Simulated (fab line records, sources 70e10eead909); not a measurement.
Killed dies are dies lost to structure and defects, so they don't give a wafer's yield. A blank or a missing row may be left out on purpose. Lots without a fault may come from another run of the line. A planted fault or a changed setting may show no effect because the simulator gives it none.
A struck lot beside a sound one | flow nand_harc | 13 steps out of a route of 1302
Sound: wafers L234.4, L234.5, L234.6. Struck: wafers L228.1, L228.2. (L228.6 of the same lot was not struck and is left out.) The cause comes at the end.
At each step with rows: each side's tool, then ch and its chambers, then its first start. Under that, the readings that differ: sound wafers | struck wafers | difference of the means | sigmas: that difference in standard deviations of wafers without a fault.
alike: readings whose means differ by less than 2 such deviations, and words and numbers that are the same on both sides. not compared: withheld readings, readings that some wafer has no value for, bounds like >300 that may hide the same value, and numbers for which the record gives no deviation and whose values overlap.
The two part at a step that has a row with sigmas, a row that says differs or no value, or rows on one side only. Numbers that don't overlap but have no deviation are shown without sigmas and don't part them. A reading that every wafer of one side lacks parts them only if that side has two wafers or more.

first, 6 steps without rows for these wafers: NHARC_A_DECK1_JOINT_CVD_34 (deposits SiNx, target thk 20 nm); NHARC_A_DECK1_JOINT_DEP_06 (deposits SiOx, target thk 80 nm); NHARC_A_DECK1_JOINT_CURE_26 (time 32 s); NHARC_A_DECK1_JOINT_ANNEAL_27 (time 3600 s); NHARC_A_DECK1_JOINT_ANNEAL_28 (time 1800 s); NHARC_A_DECK1_JOINT_ANNEAL_29 (time 1800 s).
NHARC_A_DECK1_JOINT_CMP_02: polishes SiOx.
  sound on cmp-03 ch 0,1,2, day 20 12:37; struck on cmp-04 ch 0,2, day 17 11:20
  alike: motor_current_A
  not compared: pad_life_wafers
then, 1 step without rows for these wafers: NHARC_A_DECK1_JOINT_SRD_15.
NHARC_A_DECK1_JOINT_DEP_16: deposits SiO2, target thk 45 nm.
  sound on pecvd-01 ch 0,1,2, day 20 13:04; struck on pecvd-02 ch 0,2, day 17 11:44
  alike: heater_power_w, throttle_valve_pct
NHARC_A_DECK1_JOINT_THK_MEAS_17: measures by ellipsometry.
  sound on film_metro-01, day 20 13:16; struck on film_metro-01, day 17 12:01
  alike: thk_nm
NHARC_A_DECK1_JOINT_INSPECT_05:
  sound on defect_inspect-02, day 20 13:18; struck on defect_inspect-01, day 17 12:03
  alike: raw_defect_count
NHARC_A_ONON_D2_DEP_00: target thk 1000 nm.
  sound on pecvd_onon-03 ch 0, day 20 13:32; struck on pecvd_onon-02 ch 0, day 17 12:07
NHARC_A_ONON_D2_THK_MEAS_02: measures by ellipsometry.
  sound on film_metro-01, day 20 13:53; struck on film_metro-01, day 17 12:48
  reading     | sound          | struck  | difference | sigmas
  thk_nm (nm) | 1008 1007 1007 | 668 668 | -339       | -39
  not compared: hold

WHERE THEY PART
Only at NHARC_A_ONON_D2_THK_MEAS_02, within this record.

WHY: what the simulator had put in
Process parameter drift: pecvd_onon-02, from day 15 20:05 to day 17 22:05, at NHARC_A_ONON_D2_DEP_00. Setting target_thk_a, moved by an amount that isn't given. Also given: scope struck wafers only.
